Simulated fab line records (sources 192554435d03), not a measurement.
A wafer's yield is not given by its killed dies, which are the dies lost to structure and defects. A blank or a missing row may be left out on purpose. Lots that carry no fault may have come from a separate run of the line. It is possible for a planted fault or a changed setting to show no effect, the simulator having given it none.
fab line records	flow n5-finfet
record: lots: 10	wafers: 30	last-day: 18
route steps=1938 shown BEOL_M10@1492 PASSIVATION@1936
lots that met no fault: from a run of the same line without faults
start-h: hours from the record's opening day to when the first of the lot's shown wafers began	wait-h: time in hours since the lot's previous step	" as in the row above	L1.1+2: several wafers, shown together as one row	- either no value or no given start	* or withheld: withheld	< > ~ a bound
route shown NAME@n: names a module that has steps shown in the file, with the first one's number in the route	usual: mean and standard deviation over wafers with no fault	same: alike in all rows	chamber/n: place in a boat	sites: the reading at each site	_std_site: their standard deviation	_edge_site: outer sites' mean less inner sites'	radius-mm: how far each site lies from the wafer's centre	mask NAME#n: copy n	behind: tool/chamber where the wafer was last shaped	hold: cause of the lot's hold/its duration in hours/its outcome	device: whichever transistor did not switch (one of n, p or np)	end of line: the same wafers' tests at the end of the route	a step without rows: its recipe alone	killed: count of dies lost to structure and defects at first sort (not the wafer's yield)	map: dies across one wafer; x = killed, . = not, _ = none there
set.NAME: the setting that was run; set.NAME@STEP: the one run at that earlier step	model.NAME: the simulator's own value behind a step, which no gauge read
steps of the route over a sample of lots; a table a step, a row a wafer
services: the hour from which a tool's chamber was out of use, counted from the record's first day as start-h (under 0 if before that day), plus the number of hours and why
== steps ==
step: N5_BEOL_M10_STRIP_19
recipe: chemistry: O2	power-w: 400	temp-c: 40	pressure-mtorr: 30	rf-frequency-hz: 6e+07	bias-power-w: 0	overash-fraction: 0.2	o2-flow-sccm: 225
usual: chamber-pressure-mTorr: 30.01/0.034	drypump-motor-current-A: 5.7/0.42	oes-product-au: 0.83/0.075	rf-vpp-V: 3.6/0.61	showerhead-plenum-p-Torr: 2.10/0.07	throttle-valve-pct: 16.50/0.18
lot.wafer	tool	chamber	start-h	wait-h	chamber-pressure-mTorr	drypump-motor-current-A	oes-product-au	rf-hours-counter-h	rf-vpp-V	showerhead-plenum-p-Torr	throttle-valve-pct
L244.1	rie-diel-04	1	217.64	0.2	30.08	5.4	0.88	50	4.4	2.13	16.49
L244.3	"	3	"	"	30.01	6.5	0.70	215	3.7	2.17	16.81
L244.5	"	0	"	"	30.06	5.2	0.93	-	3.6	2.04	16.01
L243.2	rie-diel-05	3	218.22	0.2	30.00	5.2	0.87	49	2.9	2.21	16.50
L243.3	"	1	"	"	30.02	5.6	0.83	60	4.1	2.04	16.65
L243.6	"	3	"	"	30.02	5.2	0.87	-	3.9	2.21	16.51
L245.2	rie-diel-02	3	224.35	0.1	30.01	5.7	0.88	31	3.5	2.13	16.24
L245.5	"	1	"	"	30.02	5.3	0.82	-	2.3	2.12	16.56
L245.6	"	0	"	"	30.03	5.8	0.70	-	3.9	1.99	16.67
L253.3	rie-diel-02	3	276.10	0.1	30.03	5.7	0.85	49	4.1	2.13	16.30
L253.4	"	1	"	"	30.02	5.2	0.82	87	3.4	2.12	16.58
L253.6	"	2	"	"	29.99	6.2	0.79	-	4.0	2.20	16.54
L256.3	rie-diel-04	0	302.84	0.1	29.96	5.2	0.86	40	3.7	2.03	16.09
L256.4	"	1	"	"	30.00	5.4	0.82	-	4.5	2.12	16.54
L256.5	"	2	"	"	29.99	5.8	0.95	-	3.9	2.03	16.39
L258.2	rie-diel-04	3	325.00	0.1	30.02	6.5	0.68	249	5.1	2.15	16.87
L258.4	"	1	"	"	30.03	5.4	0.81	93	2.7	2.12	16.57
L258.5	"	2	"	"	30.02	5.8	0.92	-	3.7	2.03	16.41
L264.1	rie-diel-05	1	353.38	0.1	30.06	5.6	0.78	105	4.2	2.02	16.73
L264.3	"	0	"	"	30.04	5.8	0.81	87	3.5	2.02	16.56
L264.6	"	0	"	"	29.97	5.8	0.81	-	3.6	2.02	16.55
L263.3	rie-diel-02	2	363.52	0.1	29.98	6.2	0.75	141	4.0	2.19	16.58
L263.5	"	1	"	"	30.03	5.2	0.78	-	2.9	2.11	16.62
L263.6	"	2	"	"	30.09	6.2	0.75	-	2.5	2.19	16.57
L266.1	rie-diel-02	3	366.65	0.1	29.99	5.7	0.81	82	4.0	2.11	16.34
L266.3	"	2	"	"	30.07	6.2	0.74	142	2.9	2.19	16.57
L266.6	"	2	"	"	29.97	6.2	0.75	-	3.8	2.19	16.58
L265.1	rie-diel-02	2	377.62	0.1	30.03	6.2	0.75	145	3.9	2.19	16.59
L265.4	"	3	"	"	30.04	5.7	0.82	85	3.3	2.11	16.36
L265.5	"	1	"	"	29.98	5.2	0.78	-	3.6	2.10	16.63
step: N5_BEOL_M10_INSPECT_30
recipe: mode: adi	inspect-instrument: brightfield
usual: raw-defect-count: 408/100
lot.wafer	tool	chamber	start-h	wait-h	raw-defect-count
L244.1	defect-inspect-02	-	218.05	0.0	332
L244.3	"	-	"	"	312
L244.5	"	-	"	"	483
L243.2	defect-inspect-02	-	218.78	0.0	508
L243.3	"	-	"	"	326
L243.6	"	-	"	"	275
L245.2	defect-inspect-01	-	226.41	0.0	443
L245.5	"	-	"	"	403
L245.6	"	-	"	"	437
L253.3	defect-inspect-02	-	277.91	0.0	263
L253.4	"	-	"	"	232
L253.6	"	-	"	"	230
L256.3	defect-inspect-02	-	303.31	0.0	532
L256.4	"	-	"	"	367
L256.5	"	-	"	"	370
L258.2	defect-inspect-01	-	325.41	0.0	515
L258.4	"	-	"	"	379
L258.5	"	-	"	"	582
L264.1	defect-inspect-01	-	355.33	0.0	364
L264.3	"	-	"	"	439
L264.6	"	-	"	"	293
L263.3	defect-inspect-01	-	365.06	0.0	462
L263.5	"	-	"	"	348
L263.6	"	-	"	"	498
L266.1	defect-inspect-02	-	368.21	0.0	241
L266.3	"	-	"	"	238
L266.6	"	-	"	"	344
L265.1	defect-inspect-02	-	378.85	0.0	458
L265.4	"	-	"	"	522
L265.5	"	-	"	"	476
step: N5_BEOL_M10_TRENCH_ETCH_37
recipe: chemistry: C4F6/O2	target-depth-a: 1488.3	target: SiCOH_lowk	time-s: 48	ion-energy-ev: 250	pressure-mtorr: 30	source-w: 345	bias-w: 185	Ar_flow_sccm: 300	C4F6_flow_sccm: 10	O2_flow_sccm: 10
usual: drypump-motor-current-A: 5.7/0.42	oes-product-au: 0.83/0.069	rf-vpp-V: 668/14	showerhead-plenum-p-Torr: 2.85/0.091	throttle-valve-pct: 20.77/0.16
lot.wafer	tool	chamber	start-h	wait-h	drypump-motor-current-A	oes-product-au	rf-hours-counter-h	rf-vpp-V	showerhead-plenum-p-Torr	throttle-valve-pct
L244.1	rie-diel-05	1	-	-	5.7	0.83	61	663	2.76	20.90
L244.3	"	0	"	"	5.8	0.88	42	659	2.77	20.72
L244.5	"	0	"	"	5.8	0.88	-	660	2.77	20.75
L243.2	rie-diel-04	0	-	-	5.2	0.93	8	688	2.79	20.32
L243.3	"	3	"	"	6.5	0.71	216	669	2.91	20.91
L243.6	"	0	"	"	5.2	0.93	-	690	2.79	20.31
L245.2	rie-diel-05	1	-	-	5.6	0.84	63	665	2.76	20.92
L245.5	"	3	"	"	5.2	0.87	-	668	3.02	20.86
L245.6	"	1	"	"	5.6	0.83	-	664	2.76	20.90
L253.3	rie-diel-02	1	-	-	5.3	0.81	89	665	2.86	20.76
L253.4	"	2	"	"	6.2	0.77	112	644	2.95	20.64
L253.6	"	1	"	"	5.3	0.80	-	664	2.86	20.78
L256.3	rie-diel-04	1	-	-	5.4	0.82	85	675	2.87	20.78
L256.4	"	2	"	"	5.8	0.94	-	666	2.78	20.75
L256.5	"	0	"	"	5.2	0.85	-	687	2.77	20.39
L258.2	rie-diel-05	0	-	-	5.8	0.83	77	659	2.75	20.81
L258.4	"	3	"	"	5.2	0.81	83	669	3.00	20.93
L258.5	"	0	"	"	5.8	0.83	-	657	2.75	20.81
L264.1	rie-diel-02	3	-	-	5.7	0.82	76	689	2.88	20.64
L264.3	"	1	"	"	5.3	0.80	113	663	2.85	20.81
L264.6	"	2	"	"	6.2	0.75	-	645	2.94	20.68
L263.3	rie-diel-02	2	-	-	6.2	0.75	142	644	2.94	20.67
L263.5	"	1	"	"	5.2	0.79	-	663	2.85	20.83
L263.6	"	3	"	"	5.7	0.81	-	689	2.87	20.61
L266.1	rie-diel-04	0	-	-	5.2	0.82	68	686	2.76	20.40
L266.3	"	1	"	"	5.4	0.81	109	674	2.86	20.80
L266.6	"	0	"	"	5.2	0.82	-	687	2.76	20.42
L265.1	rie-diel-04	3	-	-	6.5	1.01	4	670	2.89	20.53
L265.4	"	1	"	"	5.4	0.80	112	674	2.85	20.81
L265.5	"	2	"	"	5.7	0.91	-	667	2.77	20.81
step: N5_BEOL_M10_STRIP_77
recipe: chemistry: N2/H2	time-s: 10	power-w: 450	temp-c: 40	pressure-mtorr: 20	rf-frequency-hz: 6e+07	bias-power-w: 7	n2-flow-sccm: 200	h2-flow-sccm: 200
usual: chamber-pressure-mTorr: 20.001/0.018	drypump-motor-current-A: 5.7/0.42	oes-product-au: 0.83/0.071	rf-vpp-V: 59.2/0.84	showerhead-plenum-p-Torr: 2.55/0.087	throttle-valve-pct: 23.53/0.24
lot.wafer	tool	chamber	start-h	wait-h	chamber-pressure-mTorr	drypump-motor-current-A	oes-product-au	rf-hours-counter-h	rf-vpp-V	showerhead-plenum-p-Torr	throttle-valve-pct
L244.1	rie-diel-05	1	218.74	-	20.013	5.6	0.83	61	58.9	2.47	23.81
L244.3	"	0	"	"	19.987	5.8	0.87	42	59.2	2.48	23.70
L244.5	"	0	"	"	19.986	5.8	0.88	-	59.9	2.48	23.70
L243.2	rie-diel-04	0	219.35	-	20.004	5.2	0.93	8	57.5	2.48	22.81
L243.3	"	3	"	"	20.014	6.5	0.71	216	59.3	2.61	23.74
L243.6	"	0	"	"	20.013	5.2	0.93	-	60.8	2.48	22.80
L245.2	rie-diel-05	1	227.02	-	20.003	5.7	0.82	63	58.5	2.47	23.79
L245.5	"	3	"	"	19.994	5.3	0.87	-	60.1	2.70	23.56
L245.6	"	1	"	"	20.022	5.6	0.83	-	60.4	2.47	23.79
L253.3	rie-diel-02	1	278.90	-	26.005	5.3	0.82	89	58.4	2.57	23.55
L253.4	"	2	"	"	20.015	6.2	0.78	112	60.8	2.65	23.29
L253.6	"	1	"	"	26.024	5.3	0.80	-	59.9	2.57	23.56
L256.3	rie-diel-04	1	303.86	-	19.972	5.4	0.81	85	59.7	2.57	23.48
L256.4	"	2	"	"	19.999	5.8	0.93	-	59.6	2.48	23.39
L256.5	"	0	"	"	20.012	5.2	0.85	-	59.7	2.46	22.84
L258.2	rie-diel-05	0	326.36	-	20.019	5.8	0.84	77	57.3	2.47	23.75
L258.4	"	3	"	"	19.974	5.2	0.82	83	60.6	2.69	23.60
L258.5	"	0	"	"	19.966	5.8	0.83	-	58.3	2.47	23.76
L264.1	rie-diel-02	3	355.94	-	20.005	5.7	0.82	76	59.4	2.57	23.46
L264.3	"	1	"	"	20.000	5.2	0.79	113	58.8	2.56	23.58
L264.6	"	2	"	"	20.011	6.2	0.76	-	58.8	2.64	23.31
L263.3	rie-diel-02	2	365.51	-	20.001	6.2	0.76	142	60.1	2.63	23.34
L263.5	"	1	"	"	20.012	5.2	0.79	-	59.8	2.56	23.59
L263.6	"	3	"	"	19.993	5.7	0.81	-	58.7	2.56	23.47
L266.1	rie-diel-04	0	368.66	-	20.013	5.2	0.83	68	60.2	2.45	22.88
L266.3	"	1	"	"	20.034	5.3	0.79	109	58.6	2.56	23.54
L266.6	"	0	"	"	19.988	5.2	0.83	-	58.8	2.45	22.89
L265.1	rie-diel-04	3	379.30	-	20.016	6.5	1.01	4	59.2	2.59	23.28
L265.4	"	1	"	"	20.003	5.3	0.79	112	60.1	2.56	23.53
L265.5	"	2	"	"	20.012	5.8	0.90	-	58.8	2.46	23.43
step: N5_PASSIVATION_PROBE_49
usual: defect-limited-yield: 91.3/1.7	killed_at_M0_to_M3: 33/11	killed_at_M4_up: 14/5.5	killed-at-contacts: 13/6.5	killed-at-front-end: 39/13	killed-at-other: 3.4/2.9	killed-dies: 103/20	killed-open: 69/15	killed-short: 32/8.1	sort_bin_5_function: 5.1/1.1	sort_bin_6_memory: 3.3/0.74	sort-n-pass: 1077/20	sort-yield-pct: 91.3/1.7
same: gross-dies: 1180	killed-at-back-side: 0	sort_bin_4_leakage[%]: 0	sort_bin_8_speed[%]: 0
lot.wafer	tool	chamber	start-h	wait-h	defect-limited-yield[%]	killed_at_M0_to_M3	killed_at_M4_up	killed-at-contacts	killed-at-front-end	killed-at-other	killed-dies	killed-open	killed-short	sort_bin_5_function[%]	sort_bin_6_memory[%]	sort-n-pass	sort-yield-pct[%]
L245.2	prober-02	-	282.12	0.1	92.7	23	14	16	33	0	86	62	23	4.6	2.4	1094	92.7
L245.5	prober-02	-	282.27	0.2	91.3	34	12	15	42	0	103	72	31	5.3	3.1	1077	91.3
L245.6	prober-02	-	282.32	0.3	93.1	31	12	10	27	2	82	50	30	4.7	2.1	1098	93.1
L243.2	prober-01	-	282.57	0.1	89.7	34	17	12	54	4	121	86	32	6.2	3.4	1059	89.7
L243.3	prober-01	-	282.62	0.1	85.3	44	19	11	94	5	173	124	48	9.3	5.0	1007	85.3
L243.6	prober-01	-	282.77	0.3	89.8	24	12	10	73	1	120	78	42	6.0	3.8	1060	89.8
L244.1	prober-02	-	287.08	0.0	88.8	51	16	11	50	4	132	93	39	6.9	4.1	1048	88.8
L244.3	prober-02	-	287.18	0.1	88.5	31	18	20	60	7	136	91	39	6.7	3.7	1044	88.5
L244.5	prober-02	-	287.28	0.2	90.0	48	20	12	26	12	118	82	35	5.7	3.7	1062	90.0
L253.3	prober-02	-	337.82	0.1	91.2	50	18	5	27	4	104	62	42	5.3	3.1	1076	91.2
L253.4	prober-02	-	337.87	0.2	92.2	44	11	8	28	1	92	54	38	4.4	2.7	1088	92.2
L253.6	prober-02	-	337.97	0.3	90.9	51	13	10	31	2	107	73	34	5.3	3.3	1073	90.9
L256.3	prober-01	-	355.47	0.1	94.2	8	11	6	31	13	69	47	21	3.5	2.4	1111	94.2
L256.4	prober-01	-	355.52	0.2	93.3	29	10	1	33	6	79	53	26	4.2	2.2	1101	93.3
L256.5	prober-01	-	355.57	0.2	91.6	35	7	7	41	9	99	60	37	5.1	3.0	1081	91.6
L258.2	prober-01	-	378.19	0.1	91.6	25	17	14	43	0	99	68	30	5.3	3.0	1081	91.6
L258.4	prober-01	-	378.29	0.2	90.3	52	11	11	40	1	115	87	28	4.7	4.7	1065	90.3
L258.5	prober-01	-	378.34	0.2	90.8	34	9	18	42	5	108	82	26	4.7	4.2	1072	90.8
L264.1	prober-02	-	423.57	0.8	92.5	31	6	19	29	4	89	61	28	4.5	2.8	1091	92.5
L264.3	prober-02	-	423.67	0.9	93.1	30	17	12	23	0	82	61	20	4.2	2.5	1098	93.1
L264.6	prober-02	-	423.82	1.1	90.4	31	10	20	50	2	113	82	30	5.4	3.7	1067	90.4
L263.3	prober-02	-	423.97	0.5	90.6	22	29	26	34	0	111	79	32	5.5	3.7	1069	90.6
L263.5	prober-02	-	424.07	0.6	89.6	29	23	20	46	5	123	82	36	5.6	4.2	1057	89.6
L263.6	prober-02	-	424.12	0.6	91.6	21	17	17	41	3	99	71	27	4.9	3.4	1081	91.6
L266.1	prober-02	-	429.53	0.0	92.5	34	18	8	27	2	89	64	22	4.1	3.1	1091	92.5
L266.3	prober-02	-	429.63	0.1	90.0	37	15	14	48	4	118	71	42	5.1	4.6	1062	90.0
L266.6	prober-02	-	429.78	0.3	91.3	46	6	5	44	2	103	61	40	4.8	3.3	1077	91.3
L265.1	prober-02	-	438.29	0.0	92.2	28	11	11	40	2	92	63	28	4.5	3.0	1088	92.2
L265.4	prober-02	-	438.44	0.2	92.6	21	9	24	32	1	87	62	22	4.5	2.7	1093	92.6
L265.5	prober-02	-	438.49	0.2	91.5	43	9	13	34	1	100	68	28	5.0	3.3	1080	91.5
killed by level:class
L245.2 MOL_CONTACT_COAG:geometric-particle:open=14 BEOL_M4:geometric-particle:open=7 STI_FIN_REVEAL:geometric-particle:open=6 BEOL_M1:geometric-particle:open=6 FIN_SAQP:geometric-particle:open=5 BEOL_M0_SAQP:geometric-particle:short=4 FIN_SAQP:geometric-particle:short=3 DUMMY_GATE:geometric-particle:open=3
L245.5 STI_FIN_REVEAL:geometric-particle:open=16 MOL_CONTACT_COAG:geometric-particle:open=13 BEOL_M0_SAQP:geometric-particle:short=10 BEOL_M0_SAQP:geometric-particle:open=8 FIN_SAQP:geometric-particle:open=6 GATE_CUT:geometric-particle:short=6 BEOL_M2:geometric-particle:open=5 DUMMY_GATE:geometric-particle:open=4
L245.6 FIN_SAQP:geometric-particle:short=7 BEOL_M2:geometric-particle:open=7 MOL_CONTACT_COAG:geometric-particle:open=6 BEOL_M0_SAQP:geometric-particle:short=6 DUMMY_GATE:geometric-particle:open=5 BEOL_M0:geometric-particle:open=5 BEOL_M4:geometric-particle:open=5 STI_FIN_REVEAL:geometric-particle:open=4
L243.2 STI_FIN_REVEAL:geometric-particle:open=18 BEOL_M2:geometric-particle:open=12 MOL_CONTACT_COAG:geometric-particle:open=9 FIN_SAQP:geometric-particle:open=7 FIN_SAQP:geometric-particle:short=7 BEOL_M6:geometric-particle:open=7 DUMMY_GATE:geometric-particle:open=4 BEOL_M3:geometric-particle:open=4
L243.3 STI_FIN_REVEAL:geometric-particle:open=42 FIN_SAQP:geometric-particle:short=17 BEOL_M2:geometric-particle:open=16 FIN_SAQP:geometric-particle:open=14 MOL_CONTACT_COAG:geometric-particle:open=8 BEOL_M0_SAQP:geometric-particle:short=8 BEOL_M0_SAQP:geometric-particle:open=8 BEOL_M4:geometric-particle:open=8
L243.6 STI_FIN_REVEAL:geometric-particle:open=25 FIN_SAQP:geometric-particle:short=11 FIN_SAQP:geometric-particle:open=9 MOL_CONTACT_COAG:geometric-particle:open=9 STI_FIN_REVEAL:geometric-particle:short=6 ILD0:geometric-particle:short=6 BEOL_M1:geometric-particle:open=6 BEOL_M2:geometric-particle:open=6
L244.1 BEOL_M0_SAQP:geometric-particle:open=20 BEOL_M0_SAQP:geometric-particle:short=13 STI_FIN_REVEAL:geometric-particle:open=10 BEOL_M3:geometric-particle:open=10 MOL_CONTACT_COAG:geometric-particle:open=10 BEOL_M4:geometric-particle:open=9 ILD0:geometric-particle:open=8 FIN_SAQP:geometric-particle:short=6
L244.3 MOL_CONTACT_COAG:geometric-particle:open=18 STI_FIN_REVEAL:geometric-particle:open=12 FIN_SAQP:geometric-particle:short=9 BEOL_M4:geometric-particle:open=9 BEOL_M1:geometric-particle:open=9 BEOL_M3:geometric-particle:open=8 FIN_SAQP:geometric-particle:open=7 GATE_CUT:geometric-particle:short=6
L244.5 BEOL_M0_SAQP:geometric-particle:open=13 BEOL_M1:geometric-particle:open=12 BEOL_M0_SAQP:geometric-particle:short=11 MOL_CONTACT_COAG:geometric-particle:open=10 DUMMY_GATE:geometric-particle:open=9 BEOL_M4:geometric-particle:open=6 STI_FIN_REVEAL:geometric-particle:open=5 BEOL_M4:geometric-particle:short=5
L253.3 BEOL_M0_SAQP:geometric-particle:short=16 BEOL_M4:geometric-particle:open=11 BEOL_M0_SAQP:geometric-particle:open=10 BEOL_M3:geometric-particle:open=8 ILD0:geometric-particle:short=6 BEOL_M2:geometric-particle:open=6 MOL_CONTACT_COAG:geometric-particle:open=4 BEOL_M2:geometric-particle:short=4
L253.4 BEOL_M0_SAQP:geometric-particle:short=14 BEOL_M3:geometric-particle:open=9 BEOL_M0_SAQP:geometric-particle:open=8 FIN_SAQP:geometric-particle:open=6 BEOL_M1:geometric-particle:open=5 MOL_CONTACT_COAG:geometric-particle:open=4 MOL_CONTACT_COAG:geometric-particle:short=4 STI_FIN_REVEAL:geometric-particle:short=3
L253.6 MOL_CONTACT_COAG:geometric-particle:open=9 BEOL_M3:geometric-particle:open=9 BEOL_M0_SAQP:geometric-particle:open=8 BEOL_M0_SAQP:geometric-particle:short=8 BEOL_M2:geometric-particle:open=8 ILD0:geometric-particle:open=6 BEOL_M3:geometric-particle:short=6 STI_FIN_REVEAL:geometric-particle:open=4
L256.3 STI_FIN_REVEAL:geometric-particle:open=7 DUMMY_GATE:geometric-particle:open=6 FIN_SAQP:geometric-particle:open=4 BEOL_M4:geometric-particle:short=4 PAD_METAL:geometric-particle:open=4 MOL_CONTACT_COAG:geometric-particle:short=3 MOL_CONTACT_COAG:geometric-particle:open=3 BEOL_M0_SAQP:geometric-particle:open=3
L256.4 BEOL_M2:geometric-particle:open=14 FIN_SAQP:geometric-particle:open=7 FIN_SAQP:geometric-particle:short=6 DUMMY_GATE:geometric-particle:open=6 GATE_CUT:geometric-particle:short=4 BEOL_M1:geometric-particle:open=4 BEOL_M0_SAQP:geometric-particle:open=3 BEOL_M0_SAQP:geometric-particle:short=3
L256.5 FIN_SAQP:geometric-particle:short=9 DUMMY_GATE:geometric-particle:open=9 BEOL_M0_SAQP:geometric-particle:short=8 BEOL_M3:geometric-particle:open=8 MOL_CONTACT_COAG:geometric-particle:open=7 BEOL_M1:geometric-particle:open=7 FIN_SAQP:geometric-particle:open=5 GATE_CUT:geometric-particle:short=5
L258.2 FIN_SAQP:geometric-particle:open=18 MOL_CONTACT_COAG:geometric-particle:open=11 BEOL_M6:geometric-particle:open=6 FIN_SAQP:geometric-particle:short=5 BEOL_M3:geometric-particle:open=5 BEOL_M1:geometric-particle:open=5 BEOL_M2:geometric-particle:open=5 STI_FIN_REVEAL:geometric-particle:open=3
L258.4 FIN_SAQP:geometric-particle:open=16 BEOL_M0_SAQP:geometric-particle:open=14 STI_FIN_REVEAL:geometric-particle:open=12 MOL_CONTACT_COAG:geometric-particle:open=10 BEOL_M0_SAQP:geometric-particle:short=10 BEOL_M3:geometric-particle:open=10 BEOL_M1:geometric-particle:open=9 FIN_SAQP:geometric-particle:short=6
L258.5 MOL_CONTACT_COAG:geometric-particle:open=15 FIN_SAQP:geometric-particle:open=12 BEOL_M2:geometric-particle:open=10 BEOL_M0_SAQP:geometric-particle:open=8 BEOL_M0_SAQP:geometric-particle:short=7 FIN_SAQP:geometric-particle:short=6 DUMMY_GATE:geometric-particle:open=5 STARTING-WAFER:geometric-particle:open=5
L264.1 MOL_CONTACT_COAG:geometric-particle:open=15 STI_FIN_REVEAL:geometric-particle:open=12 BEOL_M2:geometric-particle:open=8 BEOL_M1:geometric-particle:open=6 BEOL_M0_SAQP:geometric-particle:short=5 MOL_CONTACT_COAG:geometric-particle:short=4 BEOL_M0_SAQP:geometric-particle:open=4 FIN_SAQP:geometric-particle:short=3
L264.3 BEOL_M1:geometric-particle:open=9 BEOL_M4:geometric-particle:open=9 MOL_CONTACT_COAG:geometric-particle:open=8 BEOL_M3:geometric-particle:open=7 STI_FIN_REVEAL:geometric-particle:open=6 BEOL_M2:geometric-particle:open=4 MOL_CONTACT_COAG:geometric-particle:short=4 STARTING-WAFER:geometric-particle:short=4
L264.6 STI_FIN_REVEAL:geometric-particle:open=18 FIN_SAQP:geometric-particle:open=11 MOL_CONTACT_COAG:geometric-particle:open=11 MOL_CONTACT_COAG:geometric-particle:short=9 BEOL_M2:geometric-particle:open=9 BEOL_M1:geometric-particle:open=6 DUMMY_GATE:geometric-particle:open=5 BEOL_M0_SAQP:geometric-particle:open=5
L263.3 MOL_CONTACT_COAG:geometric-particle:open=20 BEOL_M4:geometric-particle:open=15 BEOL_M2:geometric-particle:open=7 DUMMY_GATE:geometric-particle:open=6 MOL_CONTACT_COAG:geometric-particle:short=6 FIN_SAQP:geometric-particle:short=5 STI_FIN_REVEAL:geometric-particle:open=5 BEOL_M1:geometric-particle:open=5
L263.5 MOL_CONTACT_COAG:geometric-particle:open=17 BEOL_M4:geometric-particle:open=12 STI_FIN_REVEAL:geometric-particle:open=10 BEOL_M1:geometric-particle:open=8 FIN_SAQP:geometric-particle:short=6 FIN_SAQP:geometric-particle:open=6 BEOL_M2:geometric-particle:open=5 HKMG_FIN:area-etch=5
L263.6 MOL_CONTACT_COAG:geometric-particle:open=11 STI_FIN_REVEAL:geometric-particle:open=10 BEOL_M2:geometric-particle:open=7 FIN_SAQP:geometric-particle:open=6 DUMMY_GATE:geometric-particle:open=6 MOL_CONTACT_COAG:geometric-particle:short=6 BEOL_M0_SAQP:geometric-particle:open=6 BEOL_M8:geometric-particle:open=6
L266.1 BEOL_M4:geometric-particle:open=10 BEOL_M0_SAQP:geometric-particle:open=9 BEOL_M1:geometric-particle:open=7 BEOL_M2:geometric-particle:open=7 MOL_CONTACT_COAG:geometric-particle:open=6 DUMMY_GATE:geometric-particle:open=5 BEOL_M0_SAQP:geometric-particle:short=5 FIN_SAQP:geometric-particle:open=4
L266.3 STI_FIN_REVEAL:geometric-particle:open=14 MOL_CONTACT_COAG:geometric-particle:open=12 BEOL_M4:geometric-particle:open=11 BEOL_M0_SAQP:geometric-particle:short=9 FIN_SAQP:geometric-particle:short=8 BEOL_M0_SAQP:geometric-particle:open=8 BEOL_M2:geometric-particle:short=6 BEOL_M2:geometric-particle:open=5
L266.6 STI_FIN_REVEAL:geometric-particle:open=16 BEOL_M0_SAQP:geometric-particle:open=15 FIN_SAQP:geometric-particle:short=12 BEOL_M0_SAQP:geometric-particle:short=9 BEOL_M2:geometric-particle:open=6 FIN_SAQP:geometric-particle:open=4 STI_FIN_REVEAL:geometric-particle:short=4 BEOL_M1:geometric-particle:short=4
L265.1 STI_FIN_REVEAL:geometric-particle:open=14 MOL_CONTACT_COAG:geometric-particle:open=11 BEOL_M0_SAQP:geometric-particle:short=7 BEOL_M3:geometric-particle:open=7 FIN_SAQP:geometric-particle:short=6 FIN_SAQP:geometric-particle:open=5 BEOL_M4:geometric-particle:open=5 ILD0:geometric-particle:open=4
L265.4 MOL_CONTACT_COAG:geometric-particle:open=23 FIN_SAQP:geometric-particle:open=10 FIN_SAQP:geometric-particle:short=9 BEOL_M2:geometric-particle:open=6 BEOL_M0_SAQP:geometric-particle:open=4 BEOL_M0:geometric-particle:open=4 BEOL_M7:geometric-particle:open=3 STI_FIN_REVEAL:geometric-particle:open=2
L265.5 BEOL_M1:geometric-particle:open=19 FIN_SAQP:geometric-particle:open=10 MOL_CONTACT_COAG:geometric-particle:open=8 BEOL_M0_SAQP:geometric-particle:open=6 FIN_SAQP:geometric-particle:short=5 STI_FIN_REVEAL:geometric-particle:open=5 BEOL_M1:geometric-particle:short=5 BEOL_M3:geometric-particle:open=5
== services ==
tool	chamber	start-h	hours	kind
rie-diel-05	2	206.62	-	clean
rie-diel-05	2	206.62	-	consumable-replace:focus-ring
rie-diel-05	2	206.62	23.4	scheduled-down
rie-diel-04	0	212.51	4.9	repair
rie-diel-04	2	214.43	1.4	repair
rie-diel-04	2	217.64	-	clean
rie-diel-04	2	217.64	-	consumable-replace:focus-ring
rie-diel-04	2	217.64	18.5	scheduled-down
rie-diel-04	2	217.64	18.5	vent-cycle
rie-diel-04	3	302.35	11.0	repair
rie-diel-05	-	312.36	2.8	pm
rie-diel-04	3	329.41	-	clean
rie-diel-04	3	329.41	-	consumable-replace:focus-ring
rie-diel-04	3	329.41	35.7	scheduled-down
rie-diel-04	3	329.41	35.7	vent-cycle
rie-diel-04	-	337.78	6.8	repair
rie-diel-02	-	344.64	0.3	repair
rie-diel-05	3	351.58	8.8	repair
rie-diel-02	0	354.63	-	clean
rie-diel-02	0	354.63	-	consumable-replace:focus-ring
rie-diel-02	0	354.63	-	consumable-replace:showerhead
rie-diel-02	0	354.63	22.2	scheduled-down
rie-diel-02	0	354.63	22.2	vent-cycle
rie-diel-05	2	364.74	10.6	repair
== key ==
first-sign: step: N5_BEOL_M10_STRIP_77	reading: chamber-pressure-mTorr	direction: up	sigmas: 99+	usual: *	struck: *
effect none on later readings
met-at N5_BEOL_M10_STRIP_77
struck-lots L253
struck-wafers L253.3,L253.6
not-acting-at N5_BEOL_M10_STRIP_19,N5_BEOL_M10_INSPECT_30,N5_BEOL_M10_TRENCH_ETCH_37
fault: kind: process-parameter-drift	tool: rie-diel-02	chamber: 1	onset-h: 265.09	steps: N5_BEOL_M10_STRIP_77	channel: pressure-mtorr	offset: *	shape: step	end-h: 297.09	acts-in: *	stated: *
